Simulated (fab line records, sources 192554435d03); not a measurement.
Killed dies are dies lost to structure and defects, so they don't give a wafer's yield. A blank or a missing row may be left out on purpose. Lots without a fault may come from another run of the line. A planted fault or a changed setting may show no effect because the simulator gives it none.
Which tool did it? | flow n5_finfet | 12 lots, 36 wafers sampled, at 4 steps of a route of 1938

WHAT THE GAUGES READ, wafer by wafer
N5_BEOL_M6_RS_MEAS_57: measures by four-point-probe.
lot  | measured     | on            | M6_RS (ohm/sq)
L843 | day 10 16:55 | film_metro-02 | 0.284 0.274 0.297
L845 | day 11 01:21 | film_metro-01 | 0.287 0.272 0.266
L841 | day 11 09:13 | film_metro-01 | 0.276 0.289 0.305
L848 | day 12 13:28 | film_metro-01 | 0.289 0.283 0.274
L852 | day 13 18:16 | film_metro-02 | 0.286 0.285 0.284
L854 | day 14 00:06 | film_metro-02 | 0.282 0.284 0.277
L855 | day 14 15:17 | film_metro-01 | 0.282 0.266 0.286
L857 | day 15 01:56 | film_metro-02 | 0.281 0.273 0.283
L859 | day 15 09:02 | film_metro-02 | 0.279 0.291 0.286
L860 | day 15 11:57 | film_metro-01 | 0.285 0.283 0.276
L862 | day 16 14:03 | film_metro-01 | 0.278 0.268 0.283
L864 | day 17 17:19 | film_metro-01 | 0.278 0.282 0.280

WHICH TOOL RAN EACH LOT (tool, then ch and the chambers of the sampled wafers, then the start)
lot  | N5_BEOL_M6_DEGAS_44          | N5_BEOL_M6_SPUTTER_48        | N5_BEOL_M6_DEP_56
L843 | pvd_sputter-03, day 10 14:49 | pvd_sputter-01, day 10 15:50 | pecvd-01 ch 0,1,2, day 10 16:51
L845 | pvd_sputter-02, day 10 23:39 | pvd_sputter-01, day 11 00:14 | pecvd-04 ch 0,2, day 11 01:17
L841 | pvd_sputter-03, day 11 06:02 | pvd_sputter-01, day 11 08:11 | pecvd-02 ch 0,1,2, day 11 09:07
L848 | pvd_sputter-03, day 12 11:08 | pvd_sputter-03, day 12 11:52 | pecvd-01 ch 0,1,2, day 12 13:24
L852 | pvd_sputter-02, day 13 16:31 | pvd_sputter-03, day 13 17:10 | pecvd-04 ch 0,2, day 13 18:12
L854 | pvd_sputter-03, day 13 20:37 | pvd_sputter-03, day 13 23:10 | pecvd-04 ch 0,2, day 14 00:02
L855 | pvd_sputter-01, day 14 13:20 | pvd_sputter-02, day 14 14:22 | pecvd-01 ch 1,2, day 14 15:13
L857 | pvd_sputter-01, day 15 00:00 | pvd_sputter-01, day 15 00:37 | pecvd-02 ch 1,2, day 15 01:52
L859 | pvd_sputter-03, day 15 07:00 | pvd_sputter-02, day 15 07:59 | pecvd-01 ch 0,1,2, day 15 08:58
L860 | pvd_sputter-03, day 15 10:16 | pvd_sputter-01, day 15 11:01 | pecvd-02 ch 1,2, day 15 11:53
L862 | pvd_sputter-01, day 16 12:20 | pvd_sputter-02, day 16 13:06 | pecvd-01 ch 0,1,2, day 16 13:59
L864 | pvd_sputter-01, day 17 15:10 | pvd_sputter-01, day 17 15:45 | pecvd-04 ch 0,2, day 17 17:14
- N5_BEOL_M6_DEGAS_44: time 60 s.
- N5_BEOL_M6_SPUTTER_48: material Cu, target thk 10 nm, time 1.667 s.
- N5_BEOL_M6_DEP_56: deposits SiCN from 3MS/NH3, target thk 10 nm, time 17.5 s.

WHAT THE TOOLS THEMSELVES READ (means of the sampled wafers that have a number; where no wafer has one, the mark that the record gives instead)
N5_BEOL_M6_DEGAS_44.
lot  | tool           | heater_power_w (W)
L843 | pvd_sputter-03 | 305
L845 | pvd_sputter-02 | 350
L841 | pvd_sputter-03 | 359
L848 | pvd_sputter-03 | 339
L852 | pvd_sputter-02 | 363
L854 | pvd_sputter-03 | 365
L855 | pvd_sputter-01 | 324
L857 | pvd_sputter-01 | 307
L859 | pvd_sputter-03 | 329
L860 | pvd_sputter-03 | 362
L862 | pvd_sputter-01 | 320
L864 | pvd_sputter-01 | 297

N5_BEOL_M6_SPUTTER_48.
lot  | tool           | bias_v (V) | cathode_dc_power_W (W) | throttle_valve_pct (%)
L843 | pvd_sputter-01 | 59.5       | 25997                  | 30.6
L845 | pvd_sputter-01 | 60.1       | 26002                  | 30.6
L841 | pvd_sputter-01 | 59.9       | 26004                  | 29.6
L848 | pvd_sputter-03 | 60.0       | 25997                  | 29.7
L852 | pvd_sputter-03 | 59.9       | 28204                  | 29.7
L854 | pvd_sputter-03 | 59.9       | 28208                  | 29.7
L855 | pvd_sputter-02 | 60.0       | 25999                  | 29.1
L857 | pvd_sputter-01 | 59.7       | 26000                  | 30.1
L859 | pvd_sputter-02 | 60.2       | 25998                  | 29.5
L860 | pvd_sputter-01 | 59.2       | 25998                  | 28.7
L862 | pvd_sputter-02 | 59.9       | 26000                  | 29.3
L864 | pvd_sputter-01 | 60.6       | 25995                  | 28.9

N5_BEOL_M6_DEP_56.
lot  | tool     | rf_fwd_power_W (W) | showerhead_plenum_p_Torr (Torr) | throttle_valve_pct (%)
L843 | pecvd-01 | 199.6              | 3.648                           | 8.7
L845 | pecvd-04 | 199.3              | 3.657                           | 8.8
L841 | pecvd-02 | 199.6              | 3.662                           | 9.2
L848 | pecvd-01 | 199.6              | 3.644                           | 9.2
L852 | pecvd-04 | 199.6              | 3.656                           | 8.9
L854 | pecvd-04 | 199.8              | 3.655                           | 8.9
L855 | pecvd-01 | 199.8              | 3.642                           | 8.6
L857 | pecvd-02 | 199.2              | 3.665                           | 9.1
L859 | pecvd-01 | 199.5              | 3.646                           | 9.0
L860 | pecvd-02 | 198.5              | 3.652                           | 9.1
L862 | pecvd-01 | 200.2              | 3.649                           | 9.0
L864 | pecvd-04 | 199.0              | 3.662                           | 8.5

THE ANSWER, worked out from the rows above alone
Rule: what is usual is taken from the lots themselves. Put in order of their means at a reading, lots are off if they are a third of the lots or fewer, leave a main group of 4 or more, and stand apart from it by a gap of 3 or more times the standard deviation of the main group's means; of several such gaps the widest counts. A main group whose means are all the same, to the digits that the tables above print for the reading, isn't used. A lot without any number at a reading at which 4 lots or more have one is off too. The other lots that the step has rows for count as sound. The gauges are gone through in route order, then the tools' own readings, and for those a lot's mean is taken as printed above. The first step at which some lot is off is used, and at that step the reading that is off furthest; a lot without a number counts as furthest.
Off: L852, L854, at N5_BEOL_M6_SPUTTER_48 (cathode_dc_power_W). The main group: mean 25999 W, standard deviation 2.5.
A tool fits if, at that step or a process step before it, it ran every lot that is off, and no sound lot after the first of them. One fits: pvd_sputter-03 at N5_BEOL_M6_SPUTTER_48. Its last sound lot is L848 (day 12 11:52), its first lot that is off L852 (day 13 17:10): a fault that began between those two fits.
The tool's own readings at N5_BEOL_M6_SPUTTER_48 bear it out: on the lots that are off they differ by more than 5 times the standard deviation of the sound lots' means. cathode_dc_power_W reads 28206 W there against 25999 W on the sound lots.

WHAT THE SIMULATOR HAD PUT IN
Process parameter drift: pvd_sputter-03, from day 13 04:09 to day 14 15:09, at N5_BEOL_M6_SPUTTER_48. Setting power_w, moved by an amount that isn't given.
Lots struck among those shown: L852, L854. The rule above found the same.
